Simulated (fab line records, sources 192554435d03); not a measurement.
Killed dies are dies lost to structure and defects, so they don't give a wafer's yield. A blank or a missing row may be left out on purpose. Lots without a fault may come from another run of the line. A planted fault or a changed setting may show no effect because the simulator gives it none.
Chamber matching | flow n5_finfet | N5_BEOL_M11_DESCUM_33 on rie_diel-01: 4 sister chambers
The step chemistry O2, time 7.9 s. 14 wafers are shown with their chamber, then 7 later ones without.

WAFERS WITH THEIR CHAMBER
wafer  | chamber | showerhead_plenum_p_Torr (Torr) | throttle_valve_pct (%) | oes_product_au (a.u.)
L075.2 | 1       | 2.07                            | 20.57                  | 0.72
L075.4 | 2       | 1.99                            | 20.33                  | 0.74
L075.6 | 3       | 2.08                            | 20.49                  | 0.72
L078.1 | 1       | 2.07                            | 20.56                  | 0.71
L078.4 | 2       | 1.99                            | 20.33                  | 0.73
L078.6 | 0       | 2.09                            | 20.54                  | 0.69
L083.1 | 3       | 2.07                            | 20.52                  | 0.70
L083.2 | 2       | 1.98                            | 20.37                  | 0.72
L083.5 | 3       | 2.07                            | 20.53                  | 0.70
L090.2 | 1       | 2.06                            | 20.63                  | 0.70
L090.4 | 2       | 1.98                            | 20.38                  | 0.71
L090.6 | 3       | 2.07                            | 20.55                  | 0.69
L092.1 | 2       | 1.98                            | 20.39                  | 0.71
L092.2 | 3       | 2.07                            | 20.56                  | 0.69

SIGNATURES (means of the wafers above)
reading                  | chamber 0 | chamber 1 | chamber 2 | chamber 3 | scatter within a chamber
showerhead_plenum_p_Torr | 2.0900    | 2.0667    | 1.9840    | 2.0720    | 0.00516
throttle_valve_pct       | 20.5400   | 20.5867   | 20.3600   | 20.5300   | 0.0301
oes_product_au           | 0.6900    | 0.7100    | 0.7220    | 0.7000    | 0.0122
Rule: a wafer's distance from a chamber is the root of the sum, over the readings, of the square of ((its reading less the chamber's mean) divided by the reading's scatter). The wafer belongs to the nearest chamber; if the next one is less than 2 further off, it can't be placed. The scatter: the root of (the sum of the squares of (reading less its chamber's mean) over the shown wafers, divided by (wafers less chambers)).

WAFERS WITHOUT THEIR CHAMBER
wafer  | showerhead_plenum_p_Torr (Torr) | throttle_valve_pct (%) | oes_product_au (a.u.)
L092.3 | 2.08                            | 20.09                  | 0.95
L094.2 | 2.06                            | 20.64                  | 0.68
L094.3 | 2.08                            | 20.08                  | 0.92
L094.5 | 2.06                            | 20.64                  | 0.68
L093.1 | 2.08                            | 20.09                  | 0.93
L093.2 | 2.06                            | 20.64                  | 0.69
L093.3 | 1.98                            | 20.40                  | 0.71

WHICH CHAMBER EACH WENT THROUGH
wafer  | from the rows above          | in truth
L092.3 | can't be placed: 3 or 1 or 0 | 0
L094.2 | can't be placed: 1 or 3      | 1
L094.3 | can't be placed: 3 or 1 or 0 | 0
L094.5 | can't be placed: 1 or 3      | 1
L093.1 | can't be placed: 3 or 1 or 0 | 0
L093.2 | can't be placed: 1 or 3      | 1
L093.3 | 2                            | 2
Placed correctly: 1 of 7. Can't be placed from these rows: 6 (the true chamber is among the candidates in 6). Placed wrongly: 0.
